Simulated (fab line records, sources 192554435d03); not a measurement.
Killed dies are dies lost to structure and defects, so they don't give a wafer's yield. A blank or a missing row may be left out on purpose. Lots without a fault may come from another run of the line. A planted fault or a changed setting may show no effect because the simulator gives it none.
Which tool did it? | flow n5_finfet | 24 lots, 72 wafers sampled, at 5 steps of a route of 1938

WHAT THE GAUGES READ, wafer by wafer
N5_BEOL_M15_CD_MEAS_28: target cd 407.6 nm. Usual: cd_nm 408.0 nm, standard deviation 1.4.
lot  | measured     | on        | cd_nm (nm)        | flag
L074 | day 11 11:11 | cd_sem-03 | 408.3 406.2 407.4 |
L075 | day 11 14:28 | cd_sem-03 | 407.1 406.8 406.9 |
L077 | day 12 04:14 | cd_sem-01 | 407.5 408.2 409.6 |
L076 | day 12 07:37 | cd_sem-02 | 408.0 407.3 408.1 |
L078 | day 12 12:27 | cd_sem-02 | 408.4 407.3 406.7 |
L081 | day 13 01:24 | cd_sem-02 | 407.3 407.6 407.1 |
L080 | day 13 05:23 | cd_sem-03 | 407.4 406.1 406.6 |
L079 | day 13 11:52 | cd_sem-01 | 409.4 410.0 409.3 |
L082 | day 13 13:15 | cd_sem-03 | 408.1 409.7 409.5 |
L083 | day 13 13:55 | cd_sem-03 | 406.2 404.8 406.2 |
L084 | day 13 19:29 | cd_sem-03 | 409.3 410.1 408.7 |
L086 | day 14 10:49 | cd_sem-03 | 406.5 407.5 406.9 |
L085 | day 14 18:44 | cd_sem-03 | 407.8 407.9 408.0 |
L089 | day 14 19:13 | cd_sem-02 | 406.4 406.0 406.5 |
L087 | day 14 21:05 | cd_sem-03 | 405.2 405.4 406.8 |
L088 | day 14 22:49 | cd_sem-02 | 407.9 407.0 406.8 |
L090 | day 15 16:53 | cd_sem-02 | 409.9 409.9 408.3 |
L091 | day 15 17:17 | cd_sem-02 | 408.3 408.6 408.8 |
L093 | day 15 18:26 | cd_sem-02 | 410.1 409.8 409.3 |
L092 | day 16 01:07 | cd_sem-02 | 408.7 409.5 408.5 |
L094 | day 16 01:41 | cd_sem-03 | 408.7 408.3 408.1 |
L095 | day 17 07:29 | cd_sem-03 | 408.9 408.4 408.0 |
L097 | day 17 11:52 | cd_sem-02 | 407.3 406.9 408.0 |
L096 | day 17 12:32 | cd_sem-03 | 409.2 409.7 410.1 |

N5_BEOL_M15_RS_MEAS_54: measures by four-point-probe. Usual: M15_RS 0.02173 ohm/sq, standard deviation 0.00025.
lot  | measured     | on            | M15_RS (ohm/sq)         | flag
L074 | day 11 16:47 | film_metro-01 | 0.02147 0.02161 0.02155 |
L075 | day 11 17:24 | film_metro-02 | 0.02195 0.02236 0.02205 |
L077 | day 12 07:57 | film_metro-02 | 0.02203 0.02189 0.02206 |
L076 | day 12 11:52 | film_metro-02 | 0.02142 0.02131 0.0213  |
L078 | day 12 14:57 | film_metro-02 | 0.02169 0.02168 0.02146 |
L081 | day 13 05:26 | film_metro-02 | 0.02189 0.02185 0.02154 |
L080 | day 13 09:04 | film_metro-01 | 0.02131 0.02171 0.02139 |
L079 | day 13 15:53 | film_metro-01 | 0.02207 0.02136 0.02164 |
L082 | day 13 16:55 | film_metro-02 | 0.02165 0.02194 0.02171 |
L083 | day 13 18:35 | film_metro-02 | 0.02167 0.02137 0.02185 |
L084 | day 13 23:11 | film_metro-01 | 0.022 0.0216 0.02188    |
L086 | day 14 16:12 | film_metro-02 | 0.02154 0.02219 0.02192 |
L085 | day 15 00:10 | film_metro-01 | 0.0217 0.02194 0.02162  |
L089 | day 14 23:16 | film_metro-02 | 0.02192 0.02172 0.02104 |
L087 | day 15 00:27 | film_metro-01 | 0.02206 0.02189 0.0221  |
L088 | day 15 03:19 | film_metro-01 | 0.02204 0.02186 0.02193 |
L090 | day 15 22:05 | film_metro-02 | 0.02153 0.02137 0.02184 |
L091 | day 15 21:57 | film_metro-02 | 0.02151 0.02178 0.02142 |
L093 | day 15 22:20 | film_metro-02 | 0.02158 0.0212 0.02169  |
L092 | day 16 03:57 | film_metro-01 | 0.02179 0.02195 0.02198 |
L094 | day 16 04:31 | film_metro-01 | 0.02162 0.02178 0.02131 |
L095 | day 17 11:32 | film_metro-02 | 0.0214 0.02161 0.02161  |
L097 | day 18 03:13 | film_metro-02 | 0.02208 0.02216 0.02227 |
L096 | day 18 03:44 | film_metro-02 | 0.02185 0.02133 0.02129 |

N5_BEOL_M15_INSPECT_55: inspects for defects (darkfield). Usual: raw_defect_count 64, standard deviation 19.
lot  | measured     | on                | raw_defect_count | flag
L074 | day 11 16:49 | defect_inspect-02 | 53 66 40         |
L075 | day 11 17:26 | defect_inspect-01 | 60 99 39         |
L077 | day 12 07:59 | defect_inspect-01 | 68 34 44         |
L076 | day 12 11:53 | defect_inspect-01 | 85 69 74         |
L078 | day 12 14:59 | defect_inspect-02 | 76 48 102        |
L081 | day 13 05:27 | defect_inspect-01 | 72 61 56         |
L080 | day 13 09:05 | defect_inspect-02 | 103 112 58       |
L079 | day 13 15:55 | defect_inspect-02 | 84 63 54         |
L082 | day 13 16:57 | defect_inspect-01 | 65 62 49         |
L083 | day 13 18:37 | defect_inspect-01 | 43 74 49         |
L084 | day 13 23:13 | defect_inspect-02 | 56 83 43         |
L086 | day 14 16:13 | defect_inspect-02 | 90 69 76         |
L085 | day 15 00:11 | defect_inspect-01 | 57 48 45         |
L089 | day 14 23:17 | defect_inspect-01 | 82 112 50        |
L087 | day 15 00:28 | defect_inspect-01 | 31 50 63         |
L088 | day 15 03:20 | defect_inspect-02 | 37 45 62         |
L090 | day 15 22:07 | defect_inspect-01 | 37 70 85         |
L091 | day 15 22:07 | defect_inspect-01 | 62 60 41         |
L093 | day 15 22:22 | defect_inspect-01 | 74 55 58         |
L092 | day 16 03:58 | defect_inspect-01 | 39 48 52         |
L094 | day 16 04:32 | defect_inspect-02 | 62 56 39         |
L095 | day 17 11:33 | defect_inspect-02 | 44 106 82        |
L097 | day 18 03:14 | defect_inspect-02 | 80 48 87         |
L096 | day 18 03:46 | defect_inspect-01 | 54 49 53         |

WHICH TOOL RAN EACH LOT (tool, then ch and the chambers of the sampled wafers, then the start)
lot  | N5_BEOL_M15_DESCUM_33              | N5_BEOL_M15_ETCH_38
L074 | rie_diel-06 ch 1,2, day 11 11:16   | rie_diel-06 ch 0,1, day 11 16:47 or earlier
L075 | rie_diel-06 ch 0,1, day 11 15:16   | rie_diel-02 ch 1,2,3, day 11 17:24 or earlier
L077 | rie_diel-06 ch 0,1, day 12 04:25   | rie_diel-01 ch 0,3, day 12 07:57 or earlier
L076 | rie_diel-06 ch 1,2,3, day 12 07:43 | rie_diel-01 ch 0,1,2, day 12 11:52 or earlier
L078 | rie_diel-02 ch 0,1,2, day 12 12:32 | rie_diel-06 ch 0,2,3, day 12 14:57 or earlier
L081 | rie_diel-01 ch 1,2, day 13 01:29   | rie_diel-01 ch 1,2,3, day 13 05:26 or earlier
L080 | rie_diel-02 ch 0,2, day 13 05:28   | rie_diel-01 ch 0,2,3, day 13 09:04 or earlier
L079 | rie_diel-06 ch 0,1,3, day 13 12:09 | rie_diel-06 ch 0,2, day 13 15:53 or earlier
L082 | rie_diel-02 ch 0,1,2, day 13 13:20 | rie_diel-01 ch 0,1,3, day 13 16:55 or earlier
L083 | rie_diel-06 ch 1,2,3, day 13 14:00 | rie_diel-01 ch 1,3, day 13 18:35 or earlier
L084 | rie_diel-06 ch 0,1, day 13 19:34   | rie_diel-06 ch 0,1,2, day 13 23:11 or earlier
L086 | rie_diel-06 ch 0,1,3, day 14 11:03 | rie_diel-01 ch 1,2, day 14 16:12 or earlier
L085 | rie_diel-06 ch 0,1,2, day 14 18:50 | rie_diel-06 ch 0,1,2, day 15 00:10 or earlier
L089 | rie_diel-01 ch 0,2,3, day 14 19:28 | rie_diel-01 ch 0,1,3, day 14 23:16 or earlier
L087 | rie_diel-02 ch 0,2,3, day 14 21:17 | rie_diel-01 ch 0,2, day 15 00:27 or earlier
L088 | rie_diel-02 ch 0,1,3, day 14 22:56 | rie_diel-06 ch 0,1,3, day 15 03:19 or earlier
L090 | rie_diel-06 ch 0,1,3, day 15 16:58 | rie_diel-06 ch 0,2,3, day 15 22:05 or earlier
L091 | rie_diel-02 ch 0,1, day 15 17:22   | rie_diel-02 ch 0,1,2, day 15 21:57 or earlier
L093 | rie_diel-06 ch 2,3, day 15 18:31   | rie_diel-02 ch 1,3, day 15 22:20 or earlier
L092 | rie_diel-06 ch 0,2, day 16 01:12   | rie_diel-01 ch 0,2,3, day 16 03:57 or earlier
L094 | rie_diel-06 ch 1,2,3, day 16 02:04 | rie_diel-01 ch 0,2,3, day 16 04:31 or earlier
L095 | rie_diel-02 ch 0,2,3, day 17 07:35 | rie_diel-02 ch 1,3, day 17 11:32 or earlier
L097 | rie_diel-02 ch 1,2,3, day 17 11:57 | rie_diel-01 ch 1,2, day 18 03:13 or earlier
L096 | rie_diel-06 ch 1,3, day 17 12:37   | rie_diel-01 ch 0,1, day 18 03:44 or earlier
- N5_BEOL_M15_DESCUM_33: chemistry O2, time 7.9 s.
- N5_BEOL_M15_ETCH_38: etches SiCN in CF4/N2, target depth 106.4 nm, time 120.5 s.

WHAT THE TOOLS THEMSELVES READ (means of the sampled wafers that have a number; where no wafer has one, the mark that the record gives instead)
N5_BEOL_M15_DESCUM_33. Usual: chamber_pressure_mTorr 19.999 mTorr, standard deviation 0.019; drypump_motor_current_A 5.4 A, standard deviation 0.43; oes_product_au 0.75 a.u., standard deviation 0.073; rf_vpp_V 242.7 V, standard deviation 1.6; showerhead_plenum_p_Torr 2.05 Torr, standard deviation 0.088; throttle_valve_pct 20.42 %, standard deviation 0.2.
lot  | tool        | chamber_pressure_mTorr (mTorr) | drypump_motor_current_A (A) | oes_product_au (a.u.) | rf_vpp_V (V) | showerhead_plenum_p_Torr (Torr) | throttle_valve_pct (%) | flag
L074 | rie_diel-06 | 20.003                         | 5.0                         | 0.74                  | 242.2        | 2.00                            | 20.44                  |
L075 | rie_diel-06 | 19.997                         | 5.3                         | 0.73                  | 242.4        | 2.05                            | 20.64                  |
L077 | rie_diel-06 | 19.989                         | 5.3                         | 0.72                  | 242.2        | 2.05                            | 20.64                  |
L076 | rie_diel-06 | 19.977                         | 5.2                         | 0.82                  | 242.7        | 2.08                            | 20.29                  |
L078 | rie_diel-02 | 20.013                         | 5.5                         | 0.77                  | 243.0        | 2.06                            | 20.24                  |
L081 | rie_diel-01 | 20.010                         | 5.2                         | 0.69                  | 243.6        | 2.13                            | 20.59                  |
L080 | rie_diel-02 | 20.004                         | 5.2                         | 0.80                  | 243.5        | 2.13                            | 20.22                  |
L079 | rie_diel-06 | 19.999                         | 5.3                         | 0.79                  | 243.3        | 2.10                            | 20.42                  |
L082 | rie_diel-02 | 20.002                         | 5.5                         | 0.76                  | 243.3        | 2.06                            | 20.26                  |
L083 | rie_diel-06 | 20.011                         | 5.2                         | 0.80                  | 242.9        | 2.07                            | 20.32                  |
L084 | rie_diel-06 | 20.011                         | 5.4                         | 0.71                  | 242.7        | 2.05                            | 20.66                  |
L086 | rie_diel-06 | 20.002                         | 5.3                         | 0.78                  | 243.4        | 2.10                            | 20.44                  |
L085 | rie_diel-06 | 19.980                         | 5.2                         | 0.70                  | 242.1        | 2.01                            | 20.57                  |
L089 | rie_diel-01 | 20.011                         | 5.8                         | 0.79                  | 242.2        | 2.02                            | 20.25                  |
L087 | rie_diel-02 | 20.017                         | 5.4                         | 0.75                  | 242.2        | 2.09                            | 20.33                  |
L088 | rie_diel-02 | 19.997                         | 5.8                         | 0.76                  | 242.9        | 2.09                            | 20.30                  |
L090 | rie_diel-06 | 19.997                         | 5.4                         | 0.78                  | 242.8        | 2.09                            | 20.44                  |
L091 | rie_diel-02 | 19.985                         | 5.6                         | 0.78                  | 244.3        | 2.13                            | 20.24                  |
L093 | rie_diel-06 | 20.024                         | 5.2                         | 0.77                  | 242.6        | 2.06                            | 20.29                  |
L092 | rie_diel-06 | 20.014                         | 5.4                         | 0.70                  | 242.6        | 2.03                            | 20.65                  |
L094 | rie_diel-06 | 20.009                         | 5.2                         | 0.78                  | 242.8        | 2.07                            | 20.33                  |
L095 | rie_diel-02 | 19.993                         | 5.4                         | 0.74                  | 243.7        | 2.08                            | 20.37                  |
L097 | rie_diel-02 | 20.005                         | 5.7                         | 0.71                  | 242.8        | 2.01                            | 20.39                  |
L096 | rie_diel-06 | 20.002                         | 5.4                         | 0.84                  | 244.9        | 2.15                            | 20.23                  |

N5_BEOL_M15_ETCH_38. Usual: cf4_flow_sccm 59.99 sccm, standard deviation 0.18; chamber_pressure_mTorr 40.00 mTorr, standard deviation 0.04; drypump_motor_current_A 5.5 A, standard deviation 0.54; oes_product_au 0.77 a.u., standard deviation 0.1; rf_vpp_V 381.4 V, standard deviation 2.2; showerhead_plenum_p_Torr 2.17 Torr, standard deviation 0.086; throttle_valve_pct 15.42 %, standard deviation 0.23.
lot  | tool        | cf4_flow_sccm (sccm) | chamber_pressure_mTorr (mTorr) | drypump_motor_current_A (A) | oes_product_au (a.u.) | rf_vpp_V (V) | showerhead_plenum_p_Torr (Torr) | throttle_valve_pct (%) | flag
L074 | rie_diel-06 | 59.98                | 39.97                          | 5.1                         | 0.74                  | 381.6        | 2.15                            | 15.61                  |
L075 | rie_diel-02 | 60.04                | 39.96                          | 5.7                         | 0.75                  | 380.5        | 2.14                            | 15.39                  |
L077 | rie_diel-01 | 59.98                | 40.02                          | 5.5                         | 0.85                  | 379.3        | 2.09                            | 15.23                  |
L076 | rie_diel-01 | 60.04                | 40.03                          | 5.5                         | 0.71                  | 381.8        | 2.16                            | 15.47                  |
L078 | rie_diel-06 | 59.91                | 40.02                          | 5.4                         | 0.80                  | 381.5        | 2.22                            | 15.44                  |
L081 | rie_diel-01 | 59.90                | 39.99                          | 5.6                         | 0.79                  | 383.0        | 2.21                            | 15.42                  |
L080 | rie_diel-01 | 59.93                | 39.98                          | 5.8                         | 0.81                  | 379.8        | 2.13                            | 15.27                  |
L079 | rie_diel-06 | 59.88                | 40.01                          | 5.2                         | 0.71                  | 381.0        | 2.14                            | 15.64                  |
L082 | rie_diel-01 | 59.95                | 39.99                          | 5.3                         | 0.80                  | 380.2        | 2.16                            | 15.40                  |
L083 | rie_diel-01 | 60.08                | 40.02                          | 5.4                         | 0.87                  | 382.1        | 2.21                            | 15.33                  |
L084 | rie_diel-06 | 60.02                | 40.01                          | 5.2                         | 0.71                  | 381.3        | 2.14                            | 15.65                  |
L086 | rie_diel-01 | 59.88                | 39.97                          | 5.2                         | 0.68                  | 382.2        | 2.24                            | 15.67                  |
L085 | rie_diel-06 | 59.88                | 40.02                          | 5.1                         | 0.71                  | 380.2        | 2.14                            | 15.66                  |
L089 | rie_diel-01 | 60.10                | 40.03                          | 5.3                         | 0.79                  | 380.5        | 2.16                            | 15.42                  |
L087 | rie_diel-01 | 60.31                | 39.99                          | 6.0                         | 0.70                  | 380.7        | 2.13                            | 15.38                  |
L088 | rie_diel-06 | 60.14                | 40.00                          | 5.3                         | 0.78                  | 382.6        | 2.21                            | 15.49                  |
L090 | rie_diel-06 | 60.06                | 39.97                          | 5.3                         | 0.77                  | 382.0        | 2.21                            | 15.49                  |
L091 | rie_diel-02 | 59.89                | 39.99                          | 5.5                         | 0.74                  | 381.1        | 2.17                            | 15.35                  |
L093 | rie_diel-02 | 60.23                | 40.02                          | 6.0                         | 0.74                  | 382.7        | 2.17                            | 15.46                  |
L092 | rie_diel-01 | 60.08                | 39.99                          | 5.8                         | 0.78                  | 380.2        | 2.13                            | 15.31                  |
L094 | rie_diel-01 | 60.03                | 40.02                          | 5.8                         | 0.78                  | 380.9        | 2.13                            | 15.30                  |
L095 | rie_diel-02 | 59.93                | 39.99                          | 6.0                         | 0.72                  | 380.4        | 2.16                            | 15.48                  |
L097 | rie_diel-01 | 59.96                | 39.98                          | 5.2                         | 0.87                  | 383.1        | 2.23                            | 15.37                  |
L096 | rie_diel-01 | 59.85                | 39.99                          | 5.1                         | 0.81                  | 379.2        | 2.11                            | 15.36                  |

THE ANSWER, worked out from the rows above alone
Rule: a lot is off if the mean of its wafers that have a number lies more than 3 standard deviations from the usual mean. A lot without any number at a reading at which 4 lots or more have one is off too. The other lots that the step has rows for count as sound. The gauges are gone through in route order, then the tools' own readings, and for those a lot's mean is taken as printed above. The first step at which some lot is off is used, and at that step the reading that is off furthest; a lot without a number counts as furthest.
No lot is off at any reading shown: from this, nothing can be told.

WHAT THE SIMULATOR HAD PUT IN
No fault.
